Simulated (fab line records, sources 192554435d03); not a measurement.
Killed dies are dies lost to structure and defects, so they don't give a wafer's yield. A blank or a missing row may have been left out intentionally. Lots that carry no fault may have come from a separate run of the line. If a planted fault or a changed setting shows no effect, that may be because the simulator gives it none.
Chamber matching / flow n5 finfet / cmp-04 running N5_BEOL_M9_CMP_52: 4 sister chambers
The step polishes, stops on SiCOH lowk, t overpolish 7 s, target thk 140 nm. 8 wafers are shown with their chamber, then 8 later ones without.

WAFERS PAIRED WITH THEIR CHAMBERS
wafer=L076.6; chamber=0; motor current A (A)=5.6; time to endpoint s (s)=65
wafer=L080.4; chamber=2; motor current A (A)=6.1; time to endpoint s (s)=75
wafer=L082.4; chamber=2; motor current A (A)=6.3; time to endpoint s (s)=77
wafer=L082.5; chamber=1; motor current A (A)=5.8; time to endpoint s (s)=72
wafer=L084.1; chamber=1; motor current A (A)=5.8; time to endpoint s (s)=68
wafer=L084.2; chamber=0; motor current A (A)=5.7; time to endpoint s (s)=71
wafer=L084.5; chamber=3; motor current A (A)=6.8; time to endpoint s (s)=69
wafer=L087.1; chamber=3; motor current A (A)=7.0; time to endpoint s (s)=71

WAFERS WHOSE CHAMBER IS MISSING
wafer=L087.4; motor current A (A)=5.7; time to endpoint s (s)=70
wafer=L087.6; motor current A (A)=5.9; time to endpoint s (s)=74
wafer=L088.1; motor current A (A)=6.2; time to endpoint s (s)=76
wafer=L088.4; motor current A (A)=5.7; time to endpoint s (s)=67
wafer=L088.5; motor current A (A)=5.9; time to endpoint s (s)=68
wafer=L095.1; motor current A (A)=6.6; time to endpoint s (s)=69
wafer=L095.3; motor current A (A)=5.8; time to endpoint s (s)=64
wafer=L095.6; motor current A (A)=6.2; time to endpoint s (s)=71

WHICH CHAMBER EACH ONE RAN IN
wafer=L087.4; from the rows above=can't be placed: 0 or 1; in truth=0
wafer=L087.6; from the rows above=can't be placed: 1 or 2 or 0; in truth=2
wafer=L088.1; from the rows above=2; in truth=2
wafer=L088.4; from the rows above=can't be placed: 0 or 1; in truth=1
wafer=L088.5; from the rows above=can't be placed: 1 or 0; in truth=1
wafer=L095.1; from the rows above=can't be placed: 3 or 2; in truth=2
wafer=L095.3; from the rows above=can't be placed: 0 or 1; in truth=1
wafer=L095.6; from the rows above=can't be placed: 2 or 1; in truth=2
Placed correctly: 1 of 8. Can't be placed from these rows: 7 (the true chamber is among the candidates in 7). Placed wrongly: 0.
How it was worked out, from the rows above alone: a wafer's distance from a chamber is the root of the sum, over the readings, of the square of ((its reading less the chamber's mean) divided by the reading's scatter). The wafer belongs to the nearest chamber; if the next one is less than 2 further off, it can't be placed. Each chamber's mean is taken over the wafers shown for it. The scatter is the square root of a quotient: the sum, over the shown wafers, of each reading's squared deviation from its chamber's mean, divided by wafers minus chambers.
